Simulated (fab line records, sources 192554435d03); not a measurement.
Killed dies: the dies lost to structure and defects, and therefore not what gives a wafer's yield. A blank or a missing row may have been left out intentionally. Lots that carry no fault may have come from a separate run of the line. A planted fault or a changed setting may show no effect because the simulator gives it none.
Chamber matching | flow n5-finfet | 4 sister chambers for N5_STI_FIN_REVEAL_CMP_04 on cmp-01
The step polishes, stops on Si3N4, t overpolish 4 s, target thk 131.83 nm. 4 wafers are shown with their chamber, then 7 later ones without.

WAFERS WITH THEIR CHAMBER
wafer  | chamber | head-pressure-psi (psi)
L085.1 | 3       | 1.999
L085.5 | 2       | 2.002
L088.1 | 0       | 2.004
L088.4 | 1       | 1.996

WAFERS MISSING THEIR CHAMBER
wafer  | head-pressure-psi (psi)
L088.6 | 2.001
L092.1 | 1.994
L092.2 | 1.994
L092.4 | 1.993
L095.3 | 2.000
L095.4 | 1.998
L095.6 | 1.999

THE CHAMBER EACH PASSED THROUGH
wafer  | from the rows above               | in truth
L088.6 | can't be placed: 2 or 3 or 0      | 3
L092.1 | can't be placed: 1 or 3           | 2
L092.2 | can't be placed: 1 or 3           | 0
L092.4 | can't be placed: 1 or 3           | 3
L095.3 | can't be placed: 3 or 2 or 0 or 1 | 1
L095.4 | can't be placed: 3 or 1 or 2      | 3
L095.6 | can't be placed: 3 or 2 or 1      | 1
Correct placement for 0 of the 7. Can't be placed from these rows: 7 (the true chamber is among the candidates in 5). Number placed wrongly: 0.
How it was worked out, from the rows above alone: a wafer's distance from a chamber is the root of the sum, over the readings, of the square of ((its reading less the chamber's mean) divided by the reading's scatter). The wafer belongs to the nearest chamber; if the next one is less than 2 further off, it can't be placed. A chamber's mean is the mean of its shown wafers. The scatter: root of mean squared gap, hidden wafer to nearest shown wafer, with one shown wafer a chamber.
